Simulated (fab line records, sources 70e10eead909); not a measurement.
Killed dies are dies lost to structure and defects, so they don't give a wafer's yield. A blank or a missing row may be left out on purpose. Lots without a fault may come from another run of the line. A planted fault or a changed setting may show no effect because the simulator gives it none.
fab line records | flow nand_harc
record lots=24 wafers=72 last_day=34
route steps=1302 shown A_CONTACT@1007
lots that met no fault: from a run of the same line without faults
start_h: hours from the record's first day to the start of the lot's first wafer shown | wait_h: hours since the lot's step before | " the same as in the row above | L1.1+2: a row that stands for several wafers | - no value, or no start given | * or withheld: withheld | < > ~ a bound
route shown NAME@n: a module of which the file shows steps, and the number in the route of the first | usual: mean/standard deviation of fault-free wafers | same: alike in all rows | chamber/n: place in a boat | sites: the reading at each site | _std_site: their standard deviation | _edge_site: outer sites' mean less inner sites' | radius_mm: how far each site lies from the wafer's centre | mask NAME#n: copy n | behind: the tool/chamber that last shaped the wafer | hold: why the lot was held/for how many hours/how that ended | device: the transistor (n, p or np) that didn't switch | end of line: the same wafers' tests at the end of the route | a step without rows: its recipe alone | killed: dies lost to structure and defects at the first sort, not the wafer's yield | map: a wafer's dies, x killed, . not, _ none there
set.NAME: the setting as run; set.NAME@STEP: as run at that earlier step | model.NAME: the simulator's own value behind a step, which no gauge read
steps of the route over a sample of lots; a table a step, a row a wafer
services: from which hour (start_h, from the record's first day; less than 0 if before it) a tool's chamber was out of use, for how many hours, and why
## steps
# step NHARC_A_CONTACT_ETCH_113
# recipe source_w=withheld pressure_mtorr=20 bias_v=3000 time_s=190 target_depth_a=18500 ar_flow_sccm=withheld c4f8_flow_sccm=withheld o2_flow_sccm=withheld chemistry=C4F8/O2/Ar
# columns lot.wafer tool chamber start_h wait_h rf_hours_counter_h
L074.3 har_cap_etch-03 0 487.00 0.1 -
L074.6 " 0 " " -
L074.5 " 1 " " -
L076.2 har_cap_etch-03 0 500.93 0.1 39
L076.3 " 0 " " -
L076.6 " 1 " " -
L075.2 har_cap_etch-02 1 503.04 0.1 89
L075.5 " 1 " " -
L075.6 " 0 " " -
L077.2 har_cap_etch-03 0 513.46 0.2 43
L077.6 " 1 " " -
L077.5 " 0 " " -
L078.1 har_cap_etch-01 0 529.21 0.1 2
L078.4 " 0 " " -
L078.6 " 1 " " -
L079.1 har_cap_etch-02 0 529.46 0.1 96
L079.3 " 1 " " -
L079.5 " 0 " " -
L080.1 har_cap_etch-02 1 556.08 0.2 100
L080.2 " 0 " " 100
L080.3 " 0 " " -
L083.2 har_cap_etch-03 0 566.10 0.1 50
L083.4 " 0 " " -
L083.5 " 1 " " -
L081.1 har_cap_etch-01 1 571.38 0.1 7
L081.3 " 1 " " -
L081.6 " 0 " " -
L085.2 har_cap_etch-02 0 579.19 0.1 104
L085.4 " 1 " " -
L085.3 " 0 " " -
L082.2 har_cap_etch-01 1 581.07 0.1 9
L082.4 " 1 " " -
L082.6 " 1 " " -
L084.2 har_cap_etch-03 0 581.78 0.2 54
L084.1 " 1 " " 54
L084.4 " 1 " " -
L086.2 har_cap_etch-01 0 585.42 0.1 12
L086.4 " 1 " " -
L086.5 " 0 " " -
L087.2 har_cap_etch-02 1 637.32 0.2 114
L087.1 " 0 " " 114
L087.3 " 1 " " -
L089.2 har_cap_etch-03 1 638.20 0.1 62
L089.1 " 0 " " 62
L089.5 " 0 " " -
L088.2 har_cap_etch-01 1 648.46 0.1 18
L088.1 " 0 " " 18
L088.3 " 0 " " -
L090.2 har_cap_etch-03 0 650.08 0.1 65
L090.6 " 0 " " -
L090.5 " 1 " " -
L093.2 har_cap_etch-01 1 661.35 0.1 22
L093.3 " 1 " " -
L093.5 " 1 " " -
L091.1 har_cap_etch-02 0 662.55 0.2 120
L091.3 " 1 " " -
L091.5 " 1 " " -
L092.1 har_cap_etch-01 1 684.40 0.1 28
L092.4 " 0 " " -
L092.6 " 0 " " -
L094.3 har_cap_etch-02 0 686.55 0.2 -
L094.4 " 1 " " -
L094.6 " 1 " " -
L095.1 har_cap_etch-03 1 697.57 0.1 74
L095.4 " 1 " " -
L095.5 " 0 " " -
L097.3 har_cap_etch-03 0 717.81 0.1 -
L097.4 " 1 " " -
L097.6 " 1 " " -
L096.2 har_cap_etch-03 1 756.58 0.1 82
L096.3 " 1 " " -
L096.6 " 1 " " -
# step NHARC_A_CONTACT_ETCH_115
# recipe source_w=withheld pressure_mtorr=20 bias_v=3000 time_s=190 target_depth_a=18500 ar_flow_sccm=withheld c4f8_flow_sccm=withheld o2_flow_sccm=withheld chemistry=C4F8/O2/Ar
# columns lot.wafer tool chamber start_h wait_h rf_hours_counter_h
L074.3 har_cap_etch-03 0 487.34 0.1 -
L074.6 " 0 " " -
L074.5 " 1 " " -
L076.2 har_cap_etch-03 0 501.27 0.1 40
L076.3 " 0 " " -
L076.6 " 1 " " -
L075.2 har_cap_etch-02 1 503.39 0.1 89
L075.5 " 1 " " -
L075.6 " 0 " " -
L077.2 har_cap_etch-03 0 513.92 0.2 43
L077.6 " 1 " " -
L077.5 " 0 " " -
L078.1 har_cap_etch-01 0 529.55 0.1 2
L078.4 " 0 " " -
L078.6 " 1 " " -
L079.1 har_cap_etch-02 0 529.80 0.1 97
L079.3 " 1 " " -
L079.5 " 0 " " -
L080.1 har_cap_etch-02 1 556.53 0.2 101
L080.2 " 0 " " 101
L080.3 " 0 " " -
L083.2 har_cap_etch-03 0 566.44 0.1 50
L083.4 " 0 " " -
L083.5 " 1 " " -
L081.1 har_cap_etch-01 1 571.72 0.1 7
L081.3 " 1 " " -
L081.6 " 0 " " -
L085.2 har_cap_etch-02 0 579.53 0.1 105
L085.4 " 1 " " -
L085.3 " 0 " " -
L082.2 har_cap_etch-01 1 581.41 0.1 10
L082.4 " 1 " " -
L082.6 " 1 " " -
L084.2 har_cap_etch-03 0 582.23 0.2 54
L084.1 " 1 " " 54
L084.4 " 1 " " -
L086.2 har_cap_etch-01 0 585.76 0.1 12
L086.4 " 1 " " -
L086.5 " 0 " " -
L087.2 har_cap_etch-02 1 637.78 0.2 115
L087.1 " 0 " " 115
L087.3 " 1 " " -
L089.2 har_cap_etch-03 1 638.54 0.1 63
L089.1 " 0 " " 63
L089.5 " 0 " " -
L088.2 har_cap_etch-01 1 648.80 0.1 19
L088.1 " 0 " " 19
L088.3 " 0 " " -
L090.2 har_cap_etch-03 0 650.42 0.1 65
L090.6 " 0 " " -
L090.5 " 1 " " -
L093.2 har_cap_etch-01 1 661.69 0.1 23
L093.3 " 1 " " -
L093.5 " 1 " " -
L091.1 har_cap_etch-02 0 663.00 0.2 120
L091.3 " 1 " " -
L091.5 " 1 " " -
L092.1 har_cap_etch-01 1 684.74 0.1 29
L092.4 " 0 " " -
L092.6 " 0 " " -
L094.3 har_cap_etch-02 0 687.01 0.2 -
L094.4 " 1 " " -
L094.6 " 1 " " -
L095.1 har_cap_etch-03 1 697.91 0.1 74
L095.4 " 1 " " -
L095.5 " 0 " " -
L097.3 har_cap_etch-03 0 718.15 0.1 -
L097.4 " 1 " " -
L097.6 " 1 " " -
L096.2 har_cap_etch-03 1 756.92 0.1 83
L096.3 " 1 " " -
L096.6 " 1 " " -
# step NHARC_A_CONTACT_CD_MEAS_53
# usual cd_nm=289.7/0.58
# columns lot.wafer tool chamber start_h wait_h cd_nm
L074.3 cd_sem-01 - 489.88 - 290.3
L074.5 " - " " 289.7
L074.6 " - " " 290.6
L076.2 cd_sem-03 - 503.84 - 289.0
L076.3 " - " " 289.7
L076.6 " - " " 289.3
L075.2 cd_sem-01 - 505.96 - 289.9
L075.5 " - " " 289.8
L075.6 " - " " 290.0
L077.2 cd_sem-01 - 517.08 - 290.2
L077.5 " - " " 290.0
L077.6 " - " " 290.0
L078.1 cd_sem-03 - 532.08 - 289.9
L078.4 " - " " 290.1
L078.6 " - " " 290.2
L079.1 cd_sem-01 - 532.54 - 290.3
L079.3 " - " " 289.5
L079.5 " - " " 289.1
L080.1 cd_sem-02 - 559.73 - 289.0
L080.2 " - " " 288.7
L080.3 " - " " 288.8
L083.2 cd_sem-03 - 568.97 - 289.1
L083.4 " - " " 289.1
L083.5 " - " " 289.0
L081.1 cd_sem-01 - 574.28 - 289.4
L081.3 " - " " 290.0
L081.6 " - " " 289.2
L085.2 cd_sem-03 - 582.07 - 289.4
L085.3 " - " " 289.2
L085.4 " - " " 289.0
L082.2 cd_sem-01 - 584.66 - 289.4
L082.4 " - " " 289.5
L082.6 " - " " 289.4
L084.1 cd_sem-03 - 585.44 - 289.2
L084.2 " - " " 289.3
L084.4 " - " " 288.9
L086.2 cd_sem-02 - 588.78 - 290.8
L086.4 " - " " 290.0
L086.5 " - " " 290.0
L087.1 cd_sem-03 - 641.06 - 289.8
L087.2 " - " " 289.6
L087.3 " - " " 289.8
L089.1 cd_sem-02 - 641.10 - 289.4
L089.2 " - " " 289.6
L089.5 " - " " 289.6
L088.1 cd_sem-02 - 651.56 - 290.2
L088.2 " - " " 290.7
L088.3 " - " " 290.2
L090.2 cd_sem-01 - 653.07 - 289.4
L090.5 " - " " 288.6
L090.6 " - " " 289.4
L093.2 cd_sem-03 - 664.22 - 289.2
L093.3 " - " " 288.7
L093.5 " - " " 289.1
L091.1 cd_sem-02 - 666.17 - 288.8
L091.3 " - " " 289.7
L091.5 " - " " 289.5
L092.1 cd_sem-03 - 687.30 - 290.5
L092.4 " - " " 290.6
L092.6 " - " " 290.8
L094.3 cd_sem-02 - 690.13 - 289.7
L094.4 " - " " 289.7
L094.6 " - " " 289.1
L095.1 cd_sem-02 - 700.43 - 290.2
L095.4 " - " " 290.6
L095.5 " - " " 289.7
L097.3 cd_sem-02 - 720.67 - 289.5
L097.4 " - " " 289.1
L097.6 " - " " 289.3
L096.2 cd_sem-02 - 759.48 - 289.9
L096.3 " - " " 290.3
L096.6 " - " " 290.3
# step NHARC_A_CONTACT_ETCH_132
# recipe source_w=withheld pressure_mtorr=20 bias_v=3000 time_s=197 target_depth_a=19240 ar_flow_sccm=withheld c4f8_flow_sccm=withheld o2_flow_sccm=withheld chemistry=C4F8/O2/Ar
# columns lot.wafer tool chamber start_h wait_h rf_hours_counter_h
L074.3 har_cap_etch-02 1 500.89 0.1 -
L074.6 " 0 " " -
L074.5 " 1 " " -
L076.2 har_cap_etch-02 0 511.79 0.1 92
L076.3 " 0 " " -
L076.6 " 0 " " -
L075.2 har_cap_etch-02 0 514.48 0.1 94
L075.6 " 1 " " -
L075.5 " 0 " " -
L077.2 har_cap_etch-03 1 526.09 0.2 46
L077.6 " 0 " " -
L077.5 " 1 " " -
L079.1 har_cap_etch-01 1 540.55 0.1 5
L079.3 " 0 " " -
L079.5 " 0 " " -
L078.1 har_cap_etch-02 1 540.97 0.2 100
L078.4 " 1 " " -
L078.6 " 0 " " -
L080.1 har_cap_etch-02 1 573.02 0.1 104
L080.2 " 0 " " 104
L080.3 " 1 " " -
L083.2 har_cap_etch-03 0 577.89 0.1 53
L083.4 " 1 " " -
L083.5 " 0 " " -
L081.1 har_cap_etch-02 1 585.27 0.1 109
L081.3 " 1 " " -
L081.6 " 1 " " -
L085.2 har_cap_etch-02 0 590.34 0.1 111
L085.3 " 0 " " -
L085.4 " 1 " " -
L082.2 har_cap_etch-03 0 592.61 0.1 58
L082.4 " 1 " " -
L082.6 " 1 " " -
L084.1 har_cap_etch-01 1 593.52 0.1 15
L084.2 " 0 " " 15
L084.4 " 0 " " -
L086.2 har_cap_etch-03 1 599.40 0.1 60
L086.4 " 0 " " -
L086.5 " 1 " " -
L089.1 har_cap_etch-02 0 650.67 0.2 118
L089.2 " 1 " " 118
L089.5 " 1 " " -
L087.1 har_cap_etch-01 1 652.53 0.2 22
L087.2 " 0 " " 22
L087.3 " 0 " " -
L088.1 har_cap_etch-02 1 660.55 0.2 119
L088.2 " 0 " " 119
L088.3 " 1 " " -
L090.2 har_cap_etch-01 0 665.59 0.1 26
L090.6 " 0 " " -
L090.5 " 1 " " -
L093.2 har_cap_etch-02 1 677.76 0.2 123
L093.3 " 0 " " -
L093.5 " 1 " " -
L091.1 har_cap_etch-01 1 677.98 0.2 27
L091.3 " 1 " " -
L091.5 " 1 " " -
L092.1 har_cap_etch-01 1 695.82 0.2 32
L092.4 " 1 " " -
L092.6 " 1 " " -
L094.4 har_cap_etch-02 1 699.45 0.2 -
L094.3 " 0 " " -
L094.6 " 1 " " -
L095.1 har_cap_etch-03 0 708.88 0.1 77
L095.4 " 0 " " -
L095.5 " 0 " " -
L097.3 har_cap_etch-02 1 732.45 0.1 -
L097.4 " 0 " " -
L097.6 " 0 " " -
L096.2 har_cap_etch-03 1 768.06 0.2 87
L096.3 " 0 " " -
L096.6 " 1 " " -
# step NHARC_A_CONTACT_STRIP_26
# recipe o2_flow_sccm=500 ar_flow_sccm=0 bias_w=0 chemistry=O2
# usual drypump_motor_current_A=5.9/0.37 oes_product_au=0.998/0.0076 rf_vpp_V=58.0/0.86 showerhead_plenum_p_Torr=3.55/0.12 throttle_valve_pct=17.036/0.0092
# columns lot.wafer tool chamber start_h wait_h drypump_motor_current_A oes_product_au rf_hours_counter_h rf_vpp_V showerhead_plenum_p_Torr throttle_valve_pct
L074.3 rie_diel-07 0 - - 6.3 0.990 6 57.7 3.37 17.032
L074.6 " 0 " " 6.3 0.999 - 57.5 3.37 17.027
L074.5 " 1 " " 5.9 0.995 - 58.3 3.65 17.032
L076.3 rie_diel-07 3 - - 5.6 1.004 7 58.4 3.70 17.040
L076.2 " 2 " " 6.1 1.004 7 57.4 3.57 17.021
L076.6 " 3 " " 5.6 1.005 - 58.4 3.70 17.036
L075.2 rie_diel-07 2 - - 6.2 0.998 7 59.3 3.57 17.028
L075.6 " 1 " " 5.9 0.991 - 57.9 3.65 17.041
L075.5 " 2 " " 6.1 1.007 - 57.1 3.57 17.041
L077.2 rie_diel-07 1 - - 5.9 1.007 10 59.6 3.65 17.055
L077.6 " 3 " " 5.6 1.001 - 57.9 3.70 17.036
L077.5 " 0 " " 6.3 0.991 - 58.2 3.37 17.024
L079.1 rie_diel-07 0 - - 6.3 0.995 12 57.5 3.37 17.054
L079.3 " 3 " " 5.6 1.001 12 59.5 3.70 17.039
L079.5 " 0 " " 6.3 0.991 - 57.3 3.37 17.044
L078.4 rie_diel-11 3 - - 5.0 0.979 41 58.6 3.47 17.026
L078.1 " 0 " " 6.3 0.997 41 57.8 3.61 17.033
L078.6 " 0 " " 6.3 0.995 - 57.1 3.61 17.039
L080.2 rie_diel-12 2 - - 5.5 0.995 37 58.7 3.60 17.041
L080.1 " 0 " " 5.0 1.007 39 55.6 3.41 17.052
L080.3 " 1 " " 5.5 1.000 35 57.1 3.58 17.055
L083.4 rie_diel-11 3 - - 5.0 0.995 52 57.3 3.46 17.028
L083.2 " 0 " " 6.3 1.019 60 58.7 3.60 17.021
L083.5 " 2 " " 6.1 1.011 - 57.5 3.58 17.027
L081.3 rie_diel-07 2 - - 6.1 1.002 19 58.0 3.57 17.028
L081.1 " 1 " " 5.9 1.008 19 57.0 3.65 17.035
L081.6 " 3 " " 5.6 0.993 - 58.5 3.69 17.022
L085.3 rie_diel-07 1 - - 6.0 0.995 20 58.6 3.65 17.035
L085.2 " 2 " " 6.1 1.001 21 58.6 3.57 17.041
L085.4 " 0 " " 6.3 0.992 20 56.6 3.36 17.029
L082.2 rie_diel-07 1 - - 5.9 0.994 20 58.9 3.65 17.038
L082.4 " 2 " " 6.1 0.993 21 57.4 3.57 17.030
L082.6 " 0 " " 6.3 0.985 - 58.1 3.36 17.031
L084.2 rie_diel-07 1 - - 5.9 1.001 20 56.7 3.65 17.029
L084.1 " 2 " " 6.1 0.992 21 57.9 3.57 17.041
L084.4 " 0 " " 6.3 0.996 21 57.5 3.36 17.041
L086.4 rie_diel-11 2 - - 6.1 1.009 62 60.2 3.58 17.044
L086.2 " 3 " " 5.0 0.992 56 56.1 3.46 17.038
L086.5 " 1 " " 6.2 1.009 - 57.1 3.63 17.026
L089.2 rie_diel-12 3 - - 6.1 0.995 12 57.7 3.39 17.046
L089.1 " 2 " " 5.4 1.001 10 58.1 3.59 17.038
L089.5 " 3 " " 6.1 0.987 - 56.9 3.39 17.024
L087.1 rie_diel-07 0 - - 6.3 0.994 1 56.4 3.36 17.013
L087.2 " 1 " " 5.9 1.002 1 59.0 3.64 17.025
L087.3 " 2 " " 6.1 0.999 1 56.1 3.56 17.019
L088.2 rie_diel-12 2 - - 5.4 0.996 13 59.2 3.59 17.029
L088.3 " 3 " " 6.1 0.999 15 58.3 3.39 17.046
L088.1 " 0 " " 5.0 1.001 17 58.9 3.40 17.045
L090.2 rie_diel-07 0 - - 6.3 0.993 3 57.9 3.36 17.042
L090.6 " 3 " " 5.6 1.004 - 57.4 3.69 17.027
L090.5 " 0 " " 6.3 0.993 - 57.6 3.36 17.025
L093.3 rie_diel-07 1 - - 5.9 0.995 5 58.3 3.64 17.022
L093.2 " 3 " " 5.6 0.997 5 58.1 3.69 17.018
L093.5 " 2 " " 6.1 0.985 - 57.9 3.56 17.044
L091.1 rie_diel-07 1 - - 5.9 1.000 6 56.9 3.64 17.034
L091.3 " 3 " " 5.6 1.010 5 59.4 3.68 17.044
L091.5 " 2 " " 6.1 0.983 - 58.2 3.56 17.040
L092.4 rie_diel-07 2 - - 6.1 0.993 7 57.2 3.56 17.030
L092.1 " 0 " " 6.3 0.989 8 59.0 3.36 17.035
L092.6 " 3 " " 5.6 1.007 - 60.0 3.68 17.032
L094.4 rie_diel-07 3 - - 5.6 1.004 9 59.2 3.68 17.039
L094.3 " 1 " " 5.9 1.002 9 59.6 3.64 17.043
L094.6 " 2 " " 6.1 0.998 - 56.2 3.56 17.054
L095.1 rie_diel-12 2 - - 5.4 0.992 29 58.4 3.58 17.028
L095.4 " 3 " " 6.1 0.991 31 58.7 3.38 17.032
L095.5 " 3 " " 6.1 0.987 - 58.0 3.38 17.031
L097.3 rie_diel-07 0 - - 6.3 0.994 12 58.1 3.36 17.040
L097.4 " 2 " " 6.1 0.995 11 58.9 3.56 17.015
L097.6 " 1 " " 5.9 1.003 - 57.9 3.64 17.045
L096.3 rie_diel-11 1 - - 6.2 1.007 54 59.2 3.60 17.032
L096.2 " 3 " " 5.0 1.000 59 56.9 3.43 17.028
L096.6 " 0 " " 6.4 1.008 - 58.2 3.56 17.028
# step NHARC_A_CONTACT_CVD_19
# recipe target_thk_a=3000 temp_c=300 pressure_torr=40 wf6_flow_sccm=40 h2_flow_sccm=1600 ar_flow_sccm=1560 time_s=802 material=W
# usual heater_power_w=463/35 throttle_valve_pct=7.68/0.24
# columns lot.wafer tool chamber start_h wait_h heater_power_w throttle_valve_pct
L074.3 cvd_w-01 0 - - 473 7.91
L074.6 " 0 " " 472 7.76
L074.5 " 1 " " 509 7.97
L076.2 cvd_w-01 0 - - 463 7.73
L076.3 " 1 " " 513 8.04
L076.6 " 0 " " 452 7.65
L075.2 cvd_w-02 0 - - 439 7.35
L075.6 " 1 " " 434 7.82
L075.5 " 0 " " 451 7.56
L077.2 cvd_w-01 1 - - 510 7.61
L077.6 " 0 " " 454 7.93
L077.5 " 1 " " 494 7.96
L079.1 cvd_w-02 1 - - 421 7.78
L079.3 " 1 " " 429 7.68
L079.5 " 0 " " 445 7.29
L078.1 cvd_w-02 0 - - 436 7.42
L078.4 " 0 " " 441 7.79
L078.6 " 1 " " 429 7.68
L080.1 cvd_w-01 0 - - 452 7.49
L080.2 " 1 " " 527 7.78
L080.3 " 1 " " 519 7.78
L083.2 cvd_w-01 0 - - 445 7.54
L083.4 " 1 " " 520 8.18
L083.5 " 1 " " 532 7.76
L081.1 cvd_w-02 1 - - 421 7.79
L081.3 " 0 " " 442 7.61
L081.6 " 1 " " 432 7.53
L085.2 cvd_w-02 1 - - 434 7.61
L085.4 " 1 " " 422 7.77
L085.3 " 0 " " 437 7.35
L082.2 cvd_w-01 1 - - 534 7.88
L082.4 " 1 " " 540 7.73
L082.6 " 1 " " 511 7.98
L084.2 cvd_w-02 0 - - 447 7.59
L084.1 " 1 " " 431 7.76
L084.4 " 0 " " 446 7.39
L086.2 cvd_w-01 1 - - 526 7.66
L086.4 " 1 " " 522 7.95
L086.5 " 0 " " 443 7.62
L089.2 cvd_w-01 1 - - 521 7.93
L089.1 " 0 " " 448 7.40
L089.5 " 0 " " 449 7.61
L087.2 cvd_w-02 1 - - 439 7.92
L087.1 " 0 " " 440 7.41
L087.3 " 0 " " 434 7.17
L088.2 cvd_w-01 1 - - 525 7.96
L088.1 " 0 " " 450 7.63
L088.3 " 0 " " 455 7.79
L090.2 cvd_w-02 0 - - 435 7.31
L090.5 " 0 " " 426 7.18
L090.6 " 1 " " 447 7.54
L093.2 cvd_w-02 0 - - 422 7.57
L093.3 " 1 " " 450 7.63
L093.5 " 1 " " 462 7.52
L091.1 cvd_w-01 0 - - 451 7.56
L091.3 " 0 " " 457 7.65
L091.5 " 1 " " 543 7.83
L092.1 cvd_w-02 0 - - 436 7.26
L092.4 " 0 " " 446 7.56
L092.6 " 0 " " 430 7.41
L094.3 cvd_w-02 1 - - 449 7.97
L094.4 " 0 " " 430 7.52
L094.6 " 0 " " 427 7.30
L095.1 cvd_w-01 0 - - 455 7.60
L095.4 " 0 " " 452 7.61
L095.5 " 1 " " 536 7.96
L097.3 cvd_w-01 1 - - 500 8.08
L097.4 " 0 " " 444 7.71
L097.6 " 1 " " 493 8.23
L096.2 cvd_w-01 1 - - 493 7.91
L096.3 " 1 " " 519 8.00
L096.6 " 1 " " 508 7.93
## services
# columns tool chamber start_h hours kind
rie_diel-07 2 467.19 5.8 repair
rie_diel-07 - 471.31 9.0 pm
rie_diel-11 2 488.06 1.5 repair
har_cap_etch-01 - 497.00 17.0 pm
har_cap_etch-03 - 497.54 0.5 repair
cvd_w-02 - 540.00 1.8 repair
cvd_w-01 - 547.00 13.0 pm
rie_diel-12 3 562.56 6.0 repair
cvd_w-01 1 565.80 1.4 repair
rie_diel-11 3 579.65 3.0 repair
rie_diel-11 - 609.54 9.0 pm
har_cap_etch-01 - 610.08 0.4 repair
rie_diel-12 - 622.57 9.0 pm
har_cap_etch-01 - 630.10 2.5 repair
cvd_w-02 - 631.10 13.0 pm
rie_diel-07 - 648.31 9.0 pm
har_cap_etch-03 - 654.22 0.4 repair
rie_diel-11 1 673.45 4.3 repair
rie_diel-12 - 693.04 1.3 repair
rie_diel-11 0 705.57 9.4 repair
cvd_w-01 - 728.00 13.0 pm
rie_diel-07 - 741.43 4.2 repair
har_cap_etch-02 - 754.00 17.0 pm
cvd_w-01 1 771.32 5.9 repair
## key
fault none
